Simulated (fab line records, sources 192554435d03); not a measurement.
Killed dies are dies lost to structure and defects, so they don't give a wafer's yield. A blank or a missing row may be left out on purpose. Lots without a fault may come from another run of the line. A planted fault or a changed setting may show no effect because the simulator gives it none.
Which tool did it? | flow n5_finfet | 24 lots, 72 wafers sampled, at 2 steps of a route of 1938

WHAT THE GAUGES READ, wafer by wafer
N5_FIN_SAQP_CD_MEAS_27: target cd 20 nm. Usual: cd_nm 20.31 nm, standard deviation 0.21.
lot  | measured    | on        | cd_nm (nm)        | flag
L074 | day 1 23:22 | cd_sem-02 | 20.70 20.23 20.05 |
L075 | day 2 05:14 | cd_sem-03 | 20.64 20.62 20.50 |
L076 | day 2 11:46 | cd_sem-03 | 20.30 20.15 19.99 |
L077 | day 2 17:32 | cd_sem-02 | 20.16 20.69 20.47 |
L078 | day 2 23:43 | cd_sem-02 | 19.91 20.53 20.36 |
L079 | day 3 06:13 | cd_sem-02 | 19.93 20.30 19.80 |
L080 | day 3 13:11 | cd_sem-03 | 20.49 20.05 20.52 |
L081 | day 3 18:35 | cd_sem-02 | 20.49 20.15 20.53 |
L082 | day 3 23:25 | cd_sem-03 | 19.96 20.00 20.38 |
L083 | day 4 06:04 | cd_sem-03 | 20.61 20.27 20.23 |
L084 | day 4 12:10 | cd_sem-03 | 19.97 20.49 20.79 |
L085 | day 4 19:06 | cd_sem-01 | 20.43 20.02 20.19 |
L086 | day 5 01:54 | cd_sem-02 | 20.22 20.43 20.15 |
L087 | day 5 05:58 | cd_sem-02 | 20.16 20.43 20.17 |
L088 | day 5 11:27 | cd_sem-02 | 19.96 20.58 20.29 |
L089 | day 5 18:48 | cd_sem-02 | 20.34 20.43 20.20 |
L090 | day 6 00:13 | cd_sem-01 | 20.35 20.95 20.54 |
L091 | day 6 07:17 | cd_sem-02 | 20.14 20.15 20.42 |
L092 | day 6 11:33 | cd_sem-02 | 19.99 20.22 19.83 |
L093 | day 6 17:04 | cd_sem-01 | 20.10 20.22 20.23 |
L094 | day 6 23:23 | cd_sem-01 | 20.28 20.19 20.42 |
L095 | day 7 06:10 | cd_sem-01 | 20.38 20.15 20.23 |
L096 | day 7 12:02 | cd_sem-01 | 20.55 20.50 20.54 |
L097 | day 7 19:04 | cd_sem-03 | 20.34 20.20 20.17 |

WHICH TOOL RAN EACH LOT (tool, then ch and the chambers of the sampled wafers, then the start)
lot  | N5_FIN_SAQP_MANDREL1_REMOVE_56
L074 | rie_si-01 ch 0,2,3, day 1 23:15
L075 | rie_si-01 ch 0,3, day 2 05:07
L076 | rie_si-03 ch 0,1,3, day 2 11:39
L077 | rie_si-03 ch 0,2,3, day 2 17:26
L078 | rie_si-03 ch 0,2,3, day 2 23:36
L079 | rie_si-01 ch 1,2,3, day 3 06:05
L080 | rie_si-01 ch 1,2,3, day 3 13:04
L081 | rie_si-06 ch 1,3, day 3 18:29
L082 | rie_si-03 ch 2,3, day 3 23:19
L083 | rie_si-03 ch 0,1,2, day 4 05:56
L084 | rie_si-01 ch 0,2, day 4 12:03
L085 | rie_si-01 ch 0,1,2, day 4 18:59
L086 | rie_si-03 ch 0,1,2, day 5 01:47
L087 | rie_si-06 ch 0,3, day 5 05:51
L088 | rie_si-06 ch 1,3, day 5 11:20
L089 | rie_si-03 ch 1,2,3, day 5 18:41
L090 | rie_si-06 ch 0,1,3, day 6 00:06
L091 | rie_si-01 ch 0,3, day 6 07:10
L092 | rie_si-06 ch 1,2,3, day 6 11:26
L093 | rie_si-06 ch 1,3, day 6 16:56
L094 | rie_si-01 ch 0,2, day 6 23:17
L095 | rie_si-01 ch 0,3, day 7 06:03
L096 | rie_si-06 ch 0,1,3, day 7 11:55
L097 | rie_si-03 ch 1,3, day 7 18:57
- N5_FIN_SAQP_MANDREL1_REMOVE_56: chemistry HBr/Cl2/O2, target a-Si, stops on SiNx, bt time 10 s.

WHAT THE TOOLS THEMSELVES READ (means of the sampled wafers that have a number; where no wafer has one, the mark that the record gives instead)
N5_FIN_SAQP_MANDREL1_REMOVE_56. Usual: drypump_motor_current_A 5.8 A, standard deviation 0.51; oes_product_au 1.004 a.u., standard deviation 0.017; throttle_valve_pct 36.64 %, standard deviation 0.28.
lot  | tool      | drypump_motor_current_A (A) | oes_product_au (a.u.) | throttle_valve_pct (%) | flag
L074 | rie_si-01 | 5.6                         | 1.006                 | 36.52                  |
L075 | rie_si-01 | 5.1                         | 1.005                 | 36.47                  |
L076 | rie_si-03 | 5.9                         | 0.995                 | 36.55                  |
L077 | rie_si-03 | 5.9                         | 1.001                 | 36.44                  |
L078 | rie_si-03 | 5.9                         | 1.008                 | 36.44                  |
L079 | rie_si-01 | 5.8                         | 1.028                 | 36.71                  |
L080 | rie_si-01 | 5.8                         | 1.027                 | 36.71                  |
L081 | rie_si-06 | 5.3                         | 0.981                 | 36.89                  |
L082 | rie_si-03 | 5.9                         | 0.998                 | 36.43                  |
L083 | rie_si-03 | 6.0                         | 0.998                 | 36.56                  |
L084 | rie_si-01 | 6.1                         | 1.021                 | 36.58                  |
L085 | rie_si-01 | 5.8                         | 1.019                 | 36.50                  |
L086 | rie_si-03 | 6.0                         | 0.989                 | 36.55                  |
L087 | rie_si-06 | 5.5                         | 0.999                 | 37.01                  |
L088 | rie_si-06 | 5.3                         | 0.992                 | 36.90                  |
L089 | rie_si-03 | 6.0                         | 0.997                 | 36.53                  |
L090 | rie_si-06 | 5.4                         | 0.988                 | 36.87                  |
L091 | rie_si-01 | 5.1                         | 1.003                 | 36.26                  |
L092 | rie_si-06 | 5.8                         | 0.992                 | 36.86                  |
L093 | rie_si-06 | 5.3                         | 0.983                 | 36.88                  |
L094 | rie_si-01 | 6.1                         | 1.021                 | 36.58                  |
L095 | rie_si-01 | 5.1                         | 1.003                 | 36.47                  |
L096 | rie_si-06 | 5.4                         | 0.987                 | 36.88                  |
L097 | rie_si-03 | 6.0                         | 1.003                 | 36.64                  |

THE ANSWER, worked out from the rows above alone
Rule: a lot is off if the mean of its wafers that have a number lies more than 3 standard deviations from the usual mean. A lot without any number at a reading at which 4 lots or more have one is off too. The other lots that the step has rows for count as sound. The gauges are gone through in route order, then the tools' own readings, and for those a lot's mean is taken as printed above. The first step at which some lot is off is used, and at that step the reading that is off furthest; a lot without a number counts as furthest.
No lot is off at any reading shown: from this, nothing can be told.

WHAT THE SIMULATOR HAD PUT IN
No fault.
